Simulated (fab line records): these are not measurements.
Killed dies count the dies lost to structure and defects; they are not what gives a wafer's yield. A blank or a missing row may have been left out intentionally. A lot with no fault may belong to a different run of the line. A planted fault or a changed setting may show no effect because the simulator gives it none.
Lot-split experiment || flow n5 finfet || on a route of 1938 steps: 7 lots, 39 wafers read

== THE SPLIT ==
At N5_DUMMY_GATE_EXPOSE_12 (exposes mask GATE, target cd 25 nm), the setting dose mj was moved away from the recipe's 34 on 15 of the 39 wafers read, by -5.9% to +7.9%. The other wafers ran this setting at the recipe's value.

== FROM THE SPLIT TO THE READING: what the file shows between them, 13 steps ==
- N5_DUMMY_GATE_PEB_13: peb time 60 s
- N5_DUMMY_GATE_DEVELOP_14: develop time 30 s
- N5_DUMMY_GATE_CD_MEAS_15: target cd 25.8 nm
- N5_DUMMY_GATE_ETCH_37: etches SOC in N2/H2, target depth 60 nm, overetch 30 nm (also split here: source w)
- N5_DUMMY_GATE_STRIP_38: strips in N2/H2
- N5_DUMMY_GATE_STRIP_39: strips in N2/H2
- N5_DUMMY_GATE_TRIM_49: chemistry O2, time 29 s, target cd 14 nm
- N5_DUMMY_GATE_ETCH_31: etches SiO2 in C4F6/O2, target depth 82.5 nm, time 27.5 s (also split here: target depth a)
- N5_DUMMY_GATE_STRIP_41: strips in O2
- N5_DUMMY_GATE_HM_OPEN_21: chemistry CH3F/O2, target SiNx, target depth 120 nm, time 171.4 s
- N5_DUMMY_GATE_ETCH_32: etches SiO2 in CF4, target depth 3.5 nm, time 3.9 s
- N5_DUMMY_GATE_ETCH_23: etches poly-Si in HBr/Cl2/O2, target depth 41 nm, time 22.3 s
- N5_DUMMY_GATE_ETCH_44: etches poly-Si in HBr/O2, stops on SiO2, target depth 127.5 nm

== THE READING ==
At N5_DUMMY_GATE_CD_MEAS_24: cd nm in nanometres, against a target cd of 15 nm. Typical for fault-free wafers on this fab line: 15.1 nm, with standard deviation 0.36 nm.

{"wafer": "L078.1", "tool, chamber at the split": "euv scanner-01, 0", "dose mj as run": 34, "against the recipe": "recipe", "cd nm, nm": 15.4, "against lot-mates on the recipe": "-"}
{"wafer": "L078.2", "tool, chamber at the split": "euv scanner-01, 0", "dose mj as run": 34, "against the recipe": "recipe", "cd nm, nm": 15.2, "against lot-mates on the recipe": "-"}
{"wafer": "L078.5", "tool, chamber at the split": "euv scanner-01, 0", "dose mj as run": 34, "against the recipe": "recipe", "cd nm, nm": 15.6, "against lot-mates on the recipe": "-"}
{"wafer": "L081.1", "tool, chamber at the split": "euv scanner-01, 0", "dose mj as run": 33.04, "against the recipe": "-2.8%", "cd nm, nm": 16.6, "against lot-mates on the recipe": "+0.9"}
{"wafer": "L081.2", "tool, chamber at the split": "euv scanner-01, 0", "dose mj as run": 34, "against the recipe": "recipe", "cd nm, nm": 15.2, "against lot-mates on the recipe": "-"}
{"wafer": "L081.3", "tool, chamber at the split": "euv scanner-01, 0", "dose mj as run": 33.04, "against the recipe": "-2.8%", "cd nm, nm": 16.5, "against lot-mates on the recipe": "+0.8"}
{"wafer": "L081.4", "tool, chamber at the split": "euv scanner-01, 0", "dose mj as run": 33.04, "against the recipe": "-2.8%", "cd nm, nm": 16.0, "against lot-mates on the recipe": "+0.3"}
{"wafer": "L081.5", "tool, chamber at the split": "euv scanner-01, 0", "dose mj as run": 34, "against the recipe": "recipe", "cd nm, nm": 15.9, "against lot-mates on the recipe": "-"}
{"wafer": "L081.6", "tool, chamber at the split": "euv scanner-01, 0", "dose mj as run": 34, "against the recipe": "recipe", "cd nm, nm": 16.1, "against lot-mates on the recipe": "-"}
{"wafer": "L082.1", "tool, chamber at the split": "euv scanner-01, 0", "dose mj as run": 34, "against the recipe": "recipe", "cd nm, nm": 14.8, "against lot-mates on the recipe": "-"}
{"wafer": "L082.2", "tool, chamber at the split": "euv scanner-01, 0", "dose mj as run": 34, "against the recipe": "recipe", "cd nm, nm": 14.7, "against lot-mates on the recipe": "-"}
{"wafer": "L082.3", "tool, chamber at the split": "euv scanner-01, 0", "dose mj as run": 34, "against the recipe": "recipe", "cd nm, nm": 14.6, "against lot-mates on the recipe": "-"}
{"wafer": "L082.4", "tool, chamber at the split": "euv scanner-01, 0", "dose mj as run": 34, "against the recipe": "recipe", "cd nm, nm": 14.7, "against lot-mates on the recipe": "-"}
{"wafer": "L082.5", "tool, chamber at the split": "euv scanner-01, 0", "dose mj as run": 34, "against the recipe": "recipe", "cd nm, nm": 15.1, "against lot-mates on the recipe": "-"}
{"wafer": "L082.6", "tool, chamber at the split": "euv scanner-01, 0", "dose mj as run": 34, "against the recipe": "recipe", "cd nm, nm": 14.8, "against lot-mates on the recipe": "-"}
{"wafer": "L083.1", "tool, chamber at the split": "euv scanner-01, 0", "dose mj as run": 34, "against the recipe": "recipe", "cd nm, nm": 14.7, "against lot-mates on the recipe": "-"}
{"wafer": "L083.2", "tool, chamber at the split": "euv scanner-01, 0", "dose mj as run": 34, "against the recipe": "recipe", "cd nm, nm": 14.9, "against lot-mates on the recipe": "-"}
{"wafer": "L083.3", "tool, chamber at the split": "euv scanner-01, 0", "dose mj as run": 36.69, "against the recipe": "+7.9%", "cd nm, nm": 14.0, "against lot-mates on the recipe": -1.0}
{"wafer": "L083.4", "tool, chamber at the split": "euv scanner-01, 0", "dose mj as run": 36.69, "against the recipe": "+7.9%", "cd nm, nm": 13.9, "against lot-mates on the recipe": -1.1}
{"wafer": "L083.5", "tool, chamber at the split": "euv scanner-01, 0", "dose mj as run": 36.69, "against the recipe": "+7.9%", "cd nm, nm": 13.3, "against lot-mates on the recipe": -1.7}
{"wafer": "L083.6", "tool, chamber at the split": "euv scanner-01, 0", "dose mj as run": 34, "against the recipe": "recipe", "cd nm, nm": 15.4, "against lot-mates on the recipe": "-"}
{"wafer": "L087.1", "tool, chamber at the split": "euv scanner-02, 0", "dose mj as run": 36.69, "against the recipe": "+7.9%", "cd nm, nm": 13.2, "against lot-mates on the recipe": -1.7}
{"wafer": "L087.2", "tool, chamber at the split": "euv scanner-02, 0", "dose mj as run": 34, "against the recipe": "recipe", "cd nm, nm": 15.0, "against lot-mates on the recipe": "-"}
{"wafer": "L087.3", "tool, chamber at the split": "euv scanner-02, 0", "dose mj as run": 36.69, "against the recipe": "+7.9%", "cd nm, nm": 13.7, "against lot-mates on the recipe": -1.2}
{"wafer": "L087.4", "tool, chamber at the split": "euv scanner-02, 0", "dose mj as run": 34, "against the recipe": "recipe", "cd nm, nm": 15.1, "against lot-mates on the recipe": "-"}
{"wafer": "L087.5", "tool, chamber at the split": "euv scanner-02, 0", "dose mj as run": 34, "against the recipe": "recipe", "cd nm, nm": 14.7, "against lot-mates on the recipe": "-"}
{"wafer": "L087.6", "tool, chamber at the split": "euv scanner-02, 0", "dose mj as run": 36.69, "against the recipe": "+7.9%", "cd nm, nm": 13.4, "against lot-mates on the recipe": -1.5}
{"wafer": "L089.1", "tool, chamber at the split": "euv scanner-02, 0", "dose mj as run": 34, "against the recipe": "recipe", "cd nm, nm": 14.7, "against lot-mates on the recipe": "-"}
{"wafer": "L089.2", "tool, chamber at the split": "euv scanner-02, 0", "dose mj as run": 32.74, "against the recipe": "-3.7%", "cd nm, nm": 15.8, "against lot-mates on the recipe": "+1.1"}
{"wafer": "L089.3", "tool, chamber at the split": "euv scanner-02, 0", "dose mj as run": 32.74, "against the recipe": "-3.7%", "cd nm, nm": 15.5, "against lot-mates on the recipe": "+0.8"}
{"wafer": "L089.4", "tool, chamber at the split": "euv scanner-02, 0", "dose mj as run": 34, "against the recipe": "recipe", "cd nm, nm": 14.3, "against lot-mates on the recipe": "-"}
{"wafer": "L089.5", "tool, chamber at the split": "euv scanner-02, 0", "dose mj as run": 34, "against the recipe": "recipe", "cd nm, nm": 15.1, "against lot-mates on the recipe": "-"}
{"wafer": "L089.6", "tool, chamber at the split": "euv scanner-02, 0", "dose mj as run": 32.74, "against the recipe": "-3.7%", "cd nm, nm": 15.1, "against lot-mates on the recipe": "+0.4"}
{"wafer": "L092.1", "tool, chamber at the split": "euv scanner-02, 0", "dose mj as run": 32.01, "against the recipe": "-5.9%", "cd nm, nm": 16.2, "against lot-mates on the recipe": "+1.0"}
{"wafer": "L092.2", "tool, chamber at the split": "euv scanner-02, 0", "dose mj as run": 32.01, "against the recipe": "-5.9%", "cd nm, nm": 16.6, "against lot-mates on the recipe": "+1.4"}
{"wafer": "L092.3", "tool, chamber at the split": "euv scanner-02, 0", "dose mj as run": 32.01, "against the recipe": "-5.9%", "cd nm, nm": 16.9, "against lot-mates on the recipe": "+1.7"}
{"wafer": "L092.4", "tool, chamber at the split": "euv scanner-02, 0", "dose mj as run": 34, "against the recipe": "recipe", "cd nm, nm": 15.1, "against lot-mates on the recipe": "-"}
{"wafer": "L092.5", "tool, chamber at the split": "euv scanner-02, 0", "dose mj as run": 34, "against the recipe": "recipe", "cd nm, nm": 15.1, "against lot-mates on the recipe": "-"}
{"wafer": "L092.6", "tool, chamber at the split": "euv scanner-02, 0", "dose mj as run": 34, "against the recipe": "recipe", "cd nm, nm": 15.4, "against lot-mates on the recipe": "-"}

THE FIT
A straight line over all 39 wafers: cd nm changes by -0.208 nm for each +1% of dose mj; r = -0.87; the points scatter about the line by 0.45 nm.
The same after taking each lot's own level away (the mean of its wafers on the recipe; 39 wafers): -0.192 nm for each +1%; r = -0.94; scatter 0.28 nm.
According to that fit, moving dose mj by its largest amount changes the reading by 1.5 nm.
The span of the lots' own levels, 14.70 to 15.73 nm, comes to 2.9 times the standard deviation stated above.
Hence the lot-to-lot level has little effect on the slope; both slopes agree.
Check: -1.54 nm against its lot-mates is what the line predicts for one of the wafers moved furthest among these (+7.9%) when that wafer is left out of the fit. It came out at -1 nm against them.

== FURTHER SPLITS ON THESE WAFERS ==
Before the reading, these wafers also passed through other splits. Each is held against what the fit with the lots' levels taken away leaves over:
{"other split on the same wafers": "N5_PMOS_HMC_CHANNEL_EPI_EPI_20 temp c", "wafers away from the commonest value": 15, "r with cd nm (lot level and that fit taken away)": "+0.12"}
{"other split on the same wafers": "N5_DUMMY_GATE_ETCH_37 source w", "wafers away from the commonest value": 9, "r with cd nm (lot level and that fit taken away)": -0.30}
{"other split on the same wafers": "N5_DUMMY_GATE_ETCH_31 target depth a", "wafers away from the commonest value": 12, "r with cd nm (lot level and that fit taken away)": "+0.00"}

== THE WHOLE CHAIN: every reading that the file lists as answering this split, in the file's order ==
{"step": "N5_DUMMY_GATE_CD_MEAS_15", "what it does": "target cd 25.8 nm", "reading": "cd nm", "change (the file's fit)": "-0.167 nm for each +1% of the setting", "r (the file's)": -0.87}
{"step": "N5_DUMMY_GATE_TRIM_49", "what it does": "chemistry O2, time 29 s, target cd 14 nm", "reading": "DUMMY_GATE.cd nm (the simulator's own value, which no gauge read)", "change (the file's fit)": "-0.194 nm for each +1% of the setting", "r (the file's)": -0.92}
{"step": "N5_DUMMY_GATE_ETCH_44", "what it does": "etches poly-Si in HBr/O2, stops on SiO2, target depth 127.5 nm", "reading": "DUMMY_GATE.cd nm (the simulator's own value, which no gauge read)", "change (the file's fit)": "-0.195 nm for each +1% of the setting", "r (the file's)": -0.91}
{"step": "N5_DUMMY_GATE_CD_MEAS_24", "what it does": "target cd 15 nm", "reading": "cd nm", "change (the file's fit)": "-0.191 nm for each +1% of the setting", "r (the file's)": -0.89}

== FILE'S OWN FIT ==
cd nm changes by -0.191 nm for each +1% of dose mj, r = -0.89.
